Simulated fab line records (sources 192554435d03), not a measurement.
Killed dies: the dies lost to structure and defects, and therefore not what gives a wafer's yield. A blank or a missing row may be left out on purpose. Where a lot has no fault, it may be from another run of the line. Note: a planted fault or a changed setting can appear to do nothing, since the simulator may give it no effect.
fab line records	flow n5-finfet
record lots=5	wafers=14	last-day=18
route steps=1938 shown BEOL_M0_SAQP@641 BEOL_M4@1111 PASSIVATION@1936
lots with no fault: from the same line, run without faults
start-h: hours from the record's first day to the start of the lot's first wafer shown	wait-h: how many hours have passed since the lot's step before this one	" the same as in the row above	L1.1+2: several wafers, shown together as one row	- no value present, or no start provided	* or withheld: withheld	< > ~ a bound
route shown NAME@n: NAME is a module with steps in the file, n the number in the route of the first one	usual: mean/standard deviation of fault-free wafers	same: alike in all rows	chamber/n: place in a boat	sites: each site's reading	_std_site: standard deviation across them	_edge_site: mean of outer sites minus mean of inner sites	radius-mm: for every site, how far away it sits from the centre of the wafer	mask NAME#n: copy n	behind: tool/chamber where the wafer was last shaped	hold: reason for holding the lot/hours on hold/outcome of the hold	device: the transistor (n, p or np) that didn't switch	end of line: tests of these same wafers at the route's end	a step without rows: its recipe alone	killed: count of dies lost to structure and defects at first sort (not the wafer's yield)	map: a wafer's dies, x killed, . not, _ none there
set.NAME: the setting that was run; set.NAME@STEP: the one run at that earlier step	model.NAME: the simulator's own value behind a step, which no gauge read
a table for each step, a row for each wafer; lots at some steps of the route
services: the hour from which a tool's chamber was out of use, counted from the record's first day as start-h (under 0 if before that day), plus the number of hours and why
## steps
# step N5_BEOL_M0_SAQP_COAT_81
# recipe resist=SOC	temp-c=250	time-s=60	spin-rpm=1500	resist-thk-nm=100
# step N5_BEOL_M0_SAQP_COAT_82
# recipe resist=SiARC	temp-c=220	time-s=60	spin-rpm=1500	resist-thk-nm=30
# step N5_BEOL_M0_SAQP_COAT_08
# recipe resist=CAR-ArF	spin-rpm=1500	resist-thk-nm=90
# step N5_BEOL_M0_SAQP_EBR_10
# recipe solvent=PGMEA	ebr-width-mm=1.5
# step N5_BEOL_M0_SAQP_SOFTBAKE_09
# recipe temp-c=110	time-s=60	resist=CAR-ArF
# step N5_BEOL_M0_SAQP_EXPOSE_11
# recipe mask-id=M0_CORE	na=1.35	source-shape=dipole	sigma-inner=0.538	sigma-outer=0.738	polarization=te	target-cd-nm=42	dose-mj=55
# step N5_BEOL_M0_SAQP_PEB_12
# recipe peb-temp-c=withheld	peb-time-s=60	resist=CAR-ArF
# step N5_BEOL_M0_SAQP_DEVELOP_13
# recipe develop-time-s=30	developer=TMAH	resist=CAR-ArF	dev-temp-c=23	rinse-liquid=diw	dry=air-spin
# step N5_BEOL_M0_SAQP_CD_MEAS_14
# recipe target-cd-nm=42.5	landing-energy-ev=500	detector=se-inlens
# usual cd-nm=42.44/0.28
lot.wafer	tool	chamber	start-h	wait-h	cd-nm
L766.2	cd-sem-01	0	118.14	-	42.30
L766.3	"	0	"	"	42.63
L766.6	"	0	"	"	42.53
L769.1	cd-sem-01	0	130.77	-	42.61
L769.3	"	0	"	"	42.26
L769.4	"	0	"	"	42.25
L773.4	cd-sem-02	0	160.48	-	42.72
L773.6	"	0	"	"	42.77
L784.1	cd-sem-01	0	220.59	-	42.78
L784.2	"	0	"	"	42.46
L784.4	"	0	"	"	42.45
L787.4	cd-sem-03	0	234.81	-	42.58
L787.5	"	0	"	"	42.19
L787.6	"	0	"	"	42.75
# step N5_BEOL_M0_SAQP_OVL_MEAS_15
# recipe points-per-wafer=44
# usual M0_CORE_OVL=0.0/0.73
lot.wafer	tool	chamber	start-h	wait-h	M0_CORE_OVL[nm]
L766.2	overlay-02	0	118.17	0.0	1.2
L766.3	"	0	"	"	1.9
L766.6	"	0	"	"	1.3
L769.1	overlay-01	0	130.80	0.0	-0.7
L769.3	"	0	"	"	0.0
L769.4	"	0	"	"	0.7
L773.4	overlay-01	0	160.50	0.0	1.1
L773.6	"	0	"	"	0.7
L784.1	overlay-02	0	220.62	0.0	-1.9
L784.2	"	0	"	"	-0.2
L784.4	"	0	"	"	-0.9
L787.4	overlay-01	0	234.85	0.0	-0.3
L787.5	"	0	"	"	-0.9
L787.6	"	0	"	"	-0.9
# step N5_BEOL_M0_SAQP_INSPECT_16
# recipe mode=adi	inspect-instrument=brightfield
# usual raw-defect-count=533/130
lot.wafer	tool	chamber	start-h	wait-h	raw-defect-count
L766.2	defect-inspect-02	-	118.19	0.0	491
L766.3	"	-	"	"	464
L766.6	"	-	"	"	376
L769.1	defect-inspect-01	-	130.83	0.0	513
L769.3	"	-	"	"	494
L769.4	"	-	"	"	949
L773.4	defect-inspect-02	-	160.53	0.0	394
L773.6	"	-	"	"	513
L784.1	defect-inspect-02	-	220.64	0.0	575
L784.2	"	-	"	"	499
L784.4	"	-	"	"	526
L787.4	defect-inspect-02	-	234.88	0.0	546
L787.5	"	-	"	"	476
L787.6	"	-	"	"	443
# step N5_BEOL_M0_SAQP_DESCUM_19
# recipe chemistry=O2	time-s=7.9	source-power-w=50	bias-power-w=20	pressure-mtorr=20	rf-frequency-hz=2.712e+07	temp-c=40	resist=CAR-ArF	o2-flow-sccm=225
# usual drypump-motor-current-A=5.49/0.27	oes-product-au=0.77/0.062	rf-vpp-V=242.8/1.4	showerhead-plenum-p-Torr=2.07/0.073	throttle-valve-pct=20.40/0.27
# same time-s=7.9
lot.wafer	tool	chamber	start-h	wait-h	drypump-motor-current-A	oes-product-au	rf-hours-counter-h	rf-vpp-V	showerhead-plenum-p-Torr	throttle-valve-pct
L766.2	rie-diel-01	1	118.22	0.0	5.60	0.73	192	243.8	2.17	20.45
L766.3	"	2	"	"	5.68	0.74	193	244.2	2.08	20.54
L766.6	"	1	"	"	5.59	0.73	-	245.7	2.17	20.44
L769.1	rie-diel-01	1	130.86	0.0	5.59	0.73	195	243.9	2.17	20.45
L769.3	"	3	"	"	5.67	0.78	115	242.2	2.02	20.05
L769.4	"	2	"	"	5.70	0.73	197	242.9	2.08	20.56
L773.4	rie-diel-01	3	160.56	0.0	5.66	0.78	123	241.3	2.01	20.06
L773.6	"	3	"	"	5.66	0.78	-	242.3	2.01	20.05
L784.1	rie-diel-06	3	220.70	0.1	5.05	0.71	225	241.9	1.98	20.45
L784.2	"	0	"	"	5.47	0.86	65	243.7	2.13	20.15
L784.4	"	0	"	"	5.47	0.87	-	242.6	2.13	20.15
L787.4	rie-diel-03	1	234.99	0.1	5.21	0.76	150	239.7	1.92	20.16
L787.5	"	1	"	"	5.19	0.76	-	241.2	1.92	20.15
L787.6	"	2	"	"	5.29	0.72	-	245.0	2.08	20.96
# step N5_BEOL_M0_SAQP_ETCH_83
# recipe chemistry=CF4	target=SiARC	target-depth-a=390	mask-material=CAR-ArF	time-s=65	ion-energy-ev=80	pressure-mtorr=40	source-w=545	bias-w=36	Ar_flow_sccm=100	cf4-flow-sccm=100	ends=cleared
# usual drypump-motor-current-A=5.49/0.27	etch-rf-on-time-s=64.8/0.88	oes-product-au=0.66/0.052	rf-vpp-V=183.8/1.1	showerhead-plenum-p-Torr=2.12/0.067	throttle-valve-pct=15.60/0.25
lot.wafer	tool	chamber	start-h	wait-h	drypump-motor-current-A	etch-rf-on-time-s	oes-product-au	rf-hours-counter-h	rf-vpp-V	showerhead-plenum-p-Torr	throttle-valve-pct
L766.2	rie-diel-01	1	118.26	0.0	5.57	64.9	0.62	192	185.4	2.21	15.66
L766.3	"	2	"	"	5.70	65.6	0.62	193	183.7	2.13	15.78
L766.6	"	1	"	"	5.58	64.7	0.62	-	184.7	2.21	15.68
L769.1	rie-diel-01	1	130.90	0.0	5.57	65.3	0.63	195	185.4	2.21	15.69
L769.3	"	3	"	"	5.67	64.7	0.67	115	182.6	2.08	15.32
L769.4	"	2	"	"	5.68	66.2	0.62	197	184.9	2.13	15.77
L773.4	rie-diel-01	3	160.59	0.0	5.66	63.7	0.66	123	181.8	2.08	15.32
L773.6	"	3	"	"	5.65	47.8	0.80	-	184.0	2.08	15.33
L784.1	rie-diel-06	3	220.74	0.0	5.07	64.7	0.61	225	181.7	2.03	15.66
L784.2	"	0	"	"	5.45	63.1	0.75	65	184.9	2.17	15.29
L784.4	"	0	"	"	5.45	62.9	0.75	-	183.7	2.17	15.29
L787.4	rie-diel-03	1	235.02	0.0	5.23	64.7	0.65	150	181.9	1.98	15.41
L787.5	"	1	"	"	5.24	64.9	0.65	-	182.9	1.98	15.42
L787.6	"	2	"	"	5.30	65.6	0.62	-	184.0	2.13	16.11
# step N5_BEOL_M0_SAQP_ETCH_84
# recipe chemistry=N2/H2	target=SOC	target-depth-a=1000	overetch-a=200	mask-material=SiARC	temp-c=40	time-s=150	ion-energy-ev=200	pressure-mtorr=30	source-w=840	bias-w=150	n2-flow-sccm=200	h2-flow-sccm=200
# usual drypump-motor-current-A=5.50/0.27	oes-product-au=0.69/0.05	rf-vpp-V=523.3/2.5	showerhead-plenum-p-Torr=2.52/0.088	throttle-valve-pct=17.83/0.26
# same time-s=150
lot.wafer	tool	chamber	start-h	wait-h	drypump-motor-current-A	oes-product-au	rf-hours-counter-h	rf-vpp-V	showerhead-plenum-p-Torr	throttle-valve-pct
L766.2	rie-diel-01	1	118.31	0.0	5.60	0.65	192	527.4	2.64	17.92
L766.3	"	2	"	"	5.71	0.65	193	523.2	2.53	18.01
L766.6	"	1	"	"	5.59	0.65	-	526.2	2.64	17.91
L769.1	rie-diel-01	1	130.95	0.0	5.60	0.65	196	527.0	2.64	17.91
L769.3	"	3	"	"	5.68	0.70	115	521.5	2.46	17.66
L769.4	"	2	"	"	5.68	0.66	197	523.8	2.53	18.01
L773.4	rie-diel-01	3	160.64	0.0	5.68	0.69	123	522.5	2.46	17.67
L773.6	"	3	"	"	5.70	0.69	-	522.7	2.46	17.67
L784.1	rie-diel-06	3	220.79	0.0	5.06	0.64	225	520.3	2.41	17.96
L784.2	"	0	"	"	5.49	0.76	65	526.2	2.58	17.49
L784.4	"	0	"	"	5.47	0.76	-	526.0	2.58	17.49
L787.4	rie-diel-03	1	235.07	0.0	5.26	0.69	150	517.8	2.33	17.50
L787.5	"	1	"	"	5.25	0.69	-	518.2	2.33	17.50
L787.6	"	2	"	"	5.31	0.66	-	523.9	2.53	18.36
# step N5_BEOL_M4_RC_MEAS_101
# usual DIBL_N=35.9/1.3	DIBL_P=35.9/1.5	IOFF_N=0.152/0.023	IOFF_P=0.204/0.027	ION_N=673/9.2	ION_P=462/6.7	SS_N=71.4/0.48	SS_P=73.2/0.55	VT_N=250.3/2.6	VT_P=-250.6/3
lot.wafer	tool	chamber	start-h	wait-h	DIBL_N[mV/V]	DIBL_P[mV/V]	IOFF_N[nA/um]	IOFF_P[nA/um]	ION_N[uA/um]	ION_P[uA/um]	SS_N[mV/dec]	SS_P[mV/dec]	VT_N[mV]	VT_P[mV]
L766.2	prober-01	0	186.90	0.2	36.3	36.8	0.184	0.213	683	467	71.4	73.1	248.1	-252.1
L766.3	"	0	"	"	36.2	37.6	0.185	0.225	687	459	70.6	73.6	247.5	-253.5
L766.6	"	0	"	"	36.2	37.2	0.184	0.215	670	458	71.2	73.9	245.4	-253.0
L769.1	prober-01	0	213.05	0.0	35.6	35.9	0.123	0.171	667	460	70.5	73.1	254.2	-253.6
L769.3	"	0	"	"	36.8	37.1	0.144	0.203	658	457	70.9	73.4	252.0	-251.7
L769.4	"	0	"	"	35.9	36.0	0.131	0.174	670	456	70.7	73.5	253.7	-253.1
L773.4	prober-01	0	238.85	0.5	35.1	33.2	0.135	0.168	677	460	71.1	72.8	251.2	-252.3
L773.6	"	0	"	"	36.8	36.7	0.175	0.224	690	469	70.5	73.0	247.4	-248.3
L784.1	prober-01	0	305.26	0.0	35.4	35.3	0.154	0.214	675	465	71.7	73.1	248.0	-249.2
L784.2	"	0	"	"	36.3	36.9	0.172	0.224	682	472	72.2	73.2	248.7	-248.2
L784.4	"	0	"	"	35.1	35.6	0.152	0.211	676	466	71.2	73.2	249.4	-248.7
L787.4	prober-01	0	332.40	0.5	36.9	34.6	0.139	0.201	657	458	71.7	73.5	253.3	-251.9
L787.5	"	0	"	"	36.5	35.2	0.141	0.211	654	458	71.0	73.9	253.8	-252.1
L787.6	"	0	"	"	38.6	37.2	0.187	0.241	672	462	71.9	74.0	249.5	-250.9
# step N5_PASSIVATION_PROBE_49
# usual defect-limited-yield=91.0/1.5	killed_at_M0_to_M3=37/12	killed_at_M4_up=13/5	killed-at-contacts=13/6.1	killed-at-front-end=39/11	killed-at-other=4/3.2	killed-dies=106/17	killed-on-rim=13/4.2	killed-open=69/12	killed-short=35/7.9	sort_bin_5_function=5.3/1	sort_bin_6_memory=3.3/0.68	sort-n-pass=1074/17	sort-yield-pct=91.0/1.5
# same gross-dies=1180	killed-at-back-side=0	sort_bin_4_leakage[%]=0	sort_bin_8_speed[%]=0
lot.wafer	tool	chamber	start-h	wait-h	defect-limited-yield[%]	killed_at_M0_to_M3	killed_at_M4_up	killed-at-contacts	killed-at-front-end	killed-at-other	killed-dies	killed-on-rim	killed-open	killed-short	sort_bin_5_function[%]	sort_bin_6_memory[%]	sort-n-pass	sort-yield-pct[%]
L766.2	prober-02	-	292.16	0.1	90.9	52	11	6	33	5	107	8	69	35	5.5	3.5	1073	90.9
L766.3	prober-02	-	292.21	0.1	90.3	42	7	11	48	6	114	20	79	33	6.2	3.1	1066	90.3
L766.6	prober-02	-	292.36	0.3	91.8	42	7	11	35	2	97	20	65	29	5.1	2.8	1083	91.8
L769.1	prober-01	-	327.94	0.0	90.0	20	11	25	57	5	118	22	83	33	6.3	3.4	1062	90.0
L769.3	prober-01	-	328.04	0.1	88.1	39	18	27	51	5	140	21	84	47	6.6	4.5	1040	88.1
L769.4	prober-01	-	328.09	0.2	90.9	39	16	17	32	3	107	17	66	38	5.4	3.1	1073	90.9
L773.4	prober-02	-	346.33	0.5	91.4	44	9	10	38	1	102	16	73	27	4.8	3.6	1078	91.4
L773.6	prober-02	-	346.43	0.6	92.5	39	10	8	31	0	88	16	62	25	4.4	2.8	1092	92.5
L784.1	prober-01	-	414.72	0.0	89.7	37	16	23	43	2	121	17	79	42	6.0	4.1	1059	89.7
L784.2	prober-01	-	414.77	0.1	89.9	49	12	23	33	2	119	19	77	36	5.9	3.5	1061	89.9
L784.4	prober-01	-	414.87	0.2	91.6	32	10	15	41	1	99	9	74	25	5.8	2.3	1081	91.6
L787.4	prober-01	-	440.87	0.2	90.9	27	6	14	52	8	107	14	75	32	5.9	2.9	1073	90.9
L787.5	prober-01	-	440.92	0.2	90.5	31	20	12	45	4	112	9	76	35	5.4	3.8	1068	90.5
L787.6	prober-01	-	440.97	0.3	88.9	33	11	10	66	11	131	22	85	40	6.4	4.5	1049	88.9
# killed by level:class
L766.2 BEOL_M0_SAQP:geometric-particle:open=15 BEOL_M0_SAQP:geometric-particle:short=12 STI_FIN_REVEAL:geometric-particle:open=9 FIN_SAQP:geometric-particle:open=8 BEOL_M2:geometric-particle:open=8 GATE_CUT:geometric-particle:short=5 MOL_CONTACT_COAG:geometric-particle:open=5 BEOL_M3:geometric-particle:open=5
L766.3 FIN_SAQP:geometric-particle:open=15 BEOL_M2:geometric-particle:open=12 STI_FIN_REVEAL:geometric-particle:open=9 MOL_CONTACT_COAG:geometric-particle:open=9 BEOL_M0_SAQP:geometric-particle:short=8 BEOL_M0_SAQP:geometric-particle:open=6 GATE_CUT:geometric-particle:open=5 BEOL_M1:geometric-particle:open=5
L766.6 BEOL_M2:geometric-particle:open=11 BEOL_M0_SAQP:geometric-particle:short=10 STI_FIN_REVEAL:geometric-particle:open=7 MOL_CONTACT_COAG:geometric-particle:open=7 FIN_SAQP:geometric-particle:open=6 BEOL_M3:geometric-particle:open=6 BEOL_M0_SAQP:geometric-particle:open=5 BEOL_M8:geometric-particle:open=5
L769.1 STI_FIN_REVEAL:geometric-particle:open=22 MOL_CONTACT_COAG:geometric-particle:open=18 FIN_SAQP:geometric-particle:open=15 MOL_CONTACT_COAG:geometric-particle:short=7 STI_FIN_REVEAL:geometric-particle:short=5 BEOL_M0_SAQP:geometric-particle:short=5 BEOL_M5:geometric-particle:open=4 MIM_TOP_ETCH:geometric-particle:open=4
L769.3 MOL_CONTACT_COAG:geometric-particle:open=21 STI_FIN_REVEAL:geometric-particle:open=10 BEOL_M0_SAQP:geometric-particle:short=8 BEOL_M0_SAQP:geometric-particle:open=8 BEOL_M3:geometric-particle:open=7 FIN_SAQP:geometric-particle:short=6 BEOL_M1:geometric-particle:open=6 MOL_CONTACT_COAG:geometric-particle:short=6
L769.4 MOL_CONTACT_COAG:geometric-particle:open=14 BEOL_M0_SAQP:geometric-particle:short=12 BEOL_M3:geometric-particle:open=8 BEOL_M4:geometric-particle:open=7 STI_FIN_REVEAL:geometric-particle:open=6 BEOL_M0_SAQP:geometric-particle:open=6 BEOL_M3:geometric-particle:short=5 GATE_CUT:geometric-particle:short=4
L773.4 BEOL_M0_SAQP:geometric-particle:open=14 MOL_CONTACT_COAG:geometric-particle:open=9 BEOL_M3:geometric-particle:open=9 BEOL_M2:geometric-particle:open=8 DUMMY_GATE:geometric-particle:open=7 FIN_SAQP:geometric-particle:open=6 FIN_SAQP:geometric-particle:short=5 BEOL_M4:geometric-particle:open=5
L773.6 BEOL_M3:geometric-particle:open=10 STI_FIN_REVEAL:geometric-particle:open=9 DUMMY_GATE:geometric-particle:open=9 BEOL_M2:geometric-particle:open=8 BEOL_M0_SAQP:geometric-particle:open=7 FIN_SAQP:geometric-particle:short=5 MOL_CONTACT_COAG:geometric-particle:open=5 BEOL_M0_SAQP:geometric-particle:short=4
L784.1 MOL_CONTACT_COAG:geometric-particle:open=19 STI_FIN_REVEAL:geometric-particle:open=12 BEOL_M0_SAQP:geometric-particle:short=10 FIN_SAQP:geometric-particle:short=10 BEOL_M4:geometric-particle:open=9 BEOL_M0_SAQP:geometric-particle:open=8 BEOL_M1:geometric-particle:open=5 FIN_SAQP:geometric-particle:open=4
L784.2 MOL_CONTACT_COAG:geometric-particle:open=19 STI_FIN_REVEAL:geometric-particle:open=12 BEOL_M0_SAQP:geometric-particle:short=12 BEOL_M0_SAQP:geometric-particle:open=11 BEOL_M2:geometric-particle:open=7 BEOL_M0:geometric-particle:open=6 BEOL_M1:geometric-particle:open=6 HKMG_FIN:area-etch=6
L784.4 STI_FIN_REVEAL:geometric-particle:open=19 MOL_CONTACT_COAG:geometric-particle:open=12 BEOL_M3:geometric-particle:open=8 BEOL_M2:geometric-particle:open=7 FIN_SAQP:geometric-particle:open=6 BEOL_M0_SAQP:geometric-particle:open=6 FIN_SAQP:geometric-particle:short=5 BEOL_M4:geometric-particle:open=4
L787.4 STI_FIN_REVEAL:geometric-particle:open=15 MOL_CONTACT_COAG:geometric-particle:open=11 FIN_SAQP:geometric-particle:short=10 FIN_SAQP:geometric-particle:open=9 BEOL_M0_SAQP:geometric-particle:open=9 DUMMY_GATE:geometric-particle:open=6 BEOL_M0_SAQP:geometric-particle:short=6 BEOL_M2:geometric-particle:open=4
L787.5 FIN_SAQP:geometric-particle:short=14 BEOL_M4:geometric-particle:open=14 FIN_SAQP:geometric-particle:open=10 MOL_CONTACT_COAG:geometric-particle:open=10 BEOL_M2:geometric-particle:open=10 STI_FIN_REVEAL:geometric-particle:open=7 BEOL_M0_SAQP:geometric-particle:short=6 BEOL_M0_SAQP:geometric-particle:open=5
L787.6 STI_FIN_REVEAL:geometric-particle:open=21 FIN_SAQP:geometric-particle:short=14 MOL_CONTACT_COAG:geometric-particle:open=9 FIN_SAQP:geometric-particle:open=7 DUMMY_GATE:geometric-particle:open=7 BEOL_M0_SAQP:geometric-particle:short=7 BEOL_M2:geometric-particle:open=7 BEOL_M3:geometric-particle:open=7
## services
tool	chamber	start-h	hours	kind
rie-diel-03	-	110.52	4.3	pm
rie-diel-03	0	122.22	3.0	repair
rie-diel-03	0	125.87	9.6	repair
rie-diel-01	0	135.30	1.6	repair
rie-diel-06	2	146.56	6.0	repair
rie-diel-03	2	152.31	9.3	repair
rie-diel-03	1	174.66	6.3	repair
rie-diel-01	0	210.39	10.2	repair
## key
first-sign step=N5_BEOL_M0_SAQP_ETCH_83	reading=etch-rf-on-time-s	direction=down	sigmas=19	usual=*	struck=*
effect none on later readings
met-at N5_BEOL_M0_SAQP_ETCH_83
struck-wafers L773.6
onset-between 130.90 160.59
fault kind=process-parameter-drift	tool=rie-diel-01	chamber=-	onset-h=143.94	steps=N5_BEOL_M0_SAQP_ETCH_83	channel=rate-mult	offset=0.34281	shape=step	end-h=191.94	scope=struck-wafers-only
